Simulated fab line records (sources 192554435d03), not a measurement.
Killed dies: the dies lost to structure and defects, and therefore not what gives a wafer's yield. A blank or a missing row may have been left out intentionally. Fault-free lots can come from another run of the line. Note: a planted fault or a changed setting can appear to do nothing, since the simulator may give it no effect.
Chamber matching | flow n5 finfet | 4 sister chambers for N5_BEOL_M6_ETCH_66 on rie diel-03
The step etches SOC in N2/H2, target depth 80 nm, overetch 16 nm, time 120 s. 14 wafers are shown with their chamber, then 7 later ones without.

WAFERS WITH THEIR CHAMBER
wafer  | chamber | showerhead plenum p Torr (Torr) | drypump motor current A (A) | oes product au (a.u.)
L077.1 | 3       | 2.62                            | 6.5                         | 0.54
L077.4 | 2       | 2.43                            | 5.3                         | 0.57
L077.5 | 3       | 2.62                            | 6.5                         | 0.54
L078.1 | 0       | 2.74                            | 5.6                         | 0.75
L078.3 | 3       | 2.62                            | 6.5                         | 0.54
L078.4 | 2       | 2.43                            | 5.3                         | 0.58
L081.1 | 1       | 2.60                            | 5.2                         | 0.68
L081.3 | 3       | 2.62                            | 6.5                         | 0.53
L081.4 | 3       | 2.62                            | 6.5                         | 0.53
L085.2 | 1       | 2.60                            | 5.2                         | 0.67
L085.3 | 0       | 2.73                            | 5.7                         | 0.71
L085.4 | 0       | 2.73                            | 5.6                         | 0.71
L087.1 | 1       | 2.60                            | 5.2                         | 0.68
L087.2 | 0       | 2.73                            | 5.7                         | 0.71

SIGNATURES (averages over the wafers above)
reading                  | chamber 0 | chamber 1 | chamber 2 | chamber 3 | scatter within a chamber
showerhead plenum p Torr | 2.7325    | 2.6000    | 2.4300    | 2.6200    | 0.00274
drypump motor current A  | 5.650     | 5.200     | 5.300     | 6.500     | 0.0316
oes product au           | 0.7200    | 0.6767    | 0.5750    | 0.5360    | 0.012
Rule: for each reading, subtract the chamber's mean from the wafer's reading, divide by that reading's scatter and square the result; add these up over the readings and take the root, which gives the wafer's distance from the chamber. The wafer belongs to the nearest chamber; if the next one is less than 2 further off, it can't be placed. How the scatter is found: for the shown wafers, subtract from each reading the mean of its chamber, square and add these, divide the total by (wafers less chambers), then take the root.

WAFERS WITH NO CHAMBER GIVEN
wafer  | showerhead plenum p Torr (Torr) | drypump motor current A (A) | oes product au (a.u.)
L087.5 | 2.60                            | 5.2                         | 0.68
L090.3 | 2.73                            | 5.6                         | 0.69
L090.4 | 2.42                            | 5.3                         | 0.56
L090.5 | 2.73                            | 5.6                         | 0.70
L096.2 | 2.73                            | 5.6                         | 0.68
L096.4 | 2.61                            | 6.5                         | 0.70
L096.5 | 2.42                            | 5.3                         | 0.55

WHICH CHAMBER EACH ONE RAN IN
wafer  | from the rows above | in truth
L087.5 | 1                   | 1
L090.3 | 0                   | 0
L090.4 | 2                   | 2
L090.5 | 0                   | 0
L096.2 | 0                   | 0
L096.4 | 3                   | 3
L096.5 | 2                   | 2
7 of 7 placed correctly. From these rows, 0 cannot be placed. Wrongly placed: 0.
